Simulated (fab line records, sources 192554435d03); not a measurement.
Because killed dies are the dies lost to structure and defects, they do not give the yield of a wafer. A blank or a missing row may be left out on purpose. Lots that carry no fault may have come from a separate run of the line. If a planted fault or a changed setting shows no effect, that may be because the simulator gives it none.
What tool caused it? || flow n5-finfet || 36 wafers from 12 lots sampled at 2 of the route's 1938 steps

## WHAT THE GAUGES READ, wafer by wafer
N5_BEOL_M1_INSPECT_59: inspects for defects (darkfield).
{"lot": "L074", "measured": "day 7 07:38", "on": "defect-inspect-01", "raw-defect-count": "78 64 105"}
{"lot": "L077", "measured": "day 7 12:40", "on": "defect-inspect-02", "raw-defect-count": "62 59 46"}
{"lot": "L079", "measured": "day 7 18:37", "on": "defect-inspect-02", "raw-defect-count": "126 103 93"}
{"lot": "L081", "measured": "day 8 12:55", "on": "defect-inspect-01", "raw-defect-count": "68 75 68"}
{"lot": "L083", "measured": "day 9 01:19", "on": "defect-inspect-02", "raw-defect-count": "54 59 49"}
{"lot": "L085", "measured": "day 9 18:24", "on": "defect-inspect-02", "raw-defect-count": "91 135 152"}
{"lot": "L086", "measured": "day 9 21:35", "on": "defect-inspect-02", "raw-defect-count": "68 83 72"}
{"lot": "L089", "measured": "day 10 04:58", "on": "defect-inspect-01", "raw-defect-count": "78 58 92"}
{"lot": "L092", "measured": "day 10 18:46", "on": "defect-inspect-02", "raw-defect-count": "87 116 93"}
{"lot": "L093", "measured": "day 11 04:17", "on": "defect-inspect-01", "raw-defect-count": "73 111 44"}
{"lot": "L095", "measured": "day 11 16:00", "on": "defect-inspect-01", "raw-defect-count": "53 70 70"}
{"lot": "L097", "measured": "day 12 11:46", "on": "defect-inspect-02", "raw-defect-count": "149 165 143"}

## WHAT TOOL EACH LOT RAN ON (gives the tool, then ch and the chambers of the sampled wafers, and finally the start)
{"lot": "L074", "N5_BEOL_M1_ANNEAL_89": "pvd-sputter-03, day 7 05:46"}
{"lot": "L077", "N5_BEOL_M1_ANNEAL_89": "pvd-sputter-03, day 7 10:48"}
{"lot": "L079", "N5_BEOL_M1_ANNEAL_89": "pvd-sputter-01, day 7 16:42"}
{"lot": "L081", "N5_BEOL_M1_ANNEAL_89": "pvd-sputter-03, day 8 08:38"}
{"lot": "L083", "N5_BEOL_M1_ANNEAL_89": "pvd-sputter-03, day 8 23:26"}
{"lot": "L085", "N5_BEOL_M1_ANNEAL_89": "pvd-sputter-03, day 9 16:29"}
{"lot": "L086", "N5_BEOL_M1_ANNEAL_89": "pvd-sputter-03, day 9 19:41"}
{"lot": "L089", "N5_BEOL_M1_ANNEAL_89": "pvd-sputter-01, day 10 03:03"}
{"lot": "L092", "N5_BEOL_M1_ANNEAL_89": "pvd-sputter-03, day 10 16:54"}
{"lot": "L093", "N5_BEOL_M1_ANNEAL_89": "pvd-sputter-01, day 11 02:23"}
{"lot": "L095", "N5_BEOL_M1_ANNEAL_89": "pvd-sputter-01, day 11 14:07"}
{"lot": "L097", "N5_BEOL_M1_ANNEAL_89": "pvd-sputter-03, day 12 09:54"}
- N5_BEOL_M1_ANNEAL_89: time 240 s.

## THE ANSWER, worked out from the rows above alone
Rule: what is usual is taken from the lots themselves. Put in order of their means at a reading, lots are off if they are a third of the lots or fewer, leave a main group of 4 or more, and stand apart from it by a gap of 3 or more times the standard deviation of the main group's means; of several such gaps the widest counts. If all means in a main group match to the digits the tables above print for the reading, that group is not used. A lot without any number at a reading at which 4 lots or more have one is off too. All remaining lots with rows at the step are treated as sound.
None of the lots is off at any reading shown; this tells nothing.

## WHAT HAD BEEN PUT IN BY THE SIMULATOR
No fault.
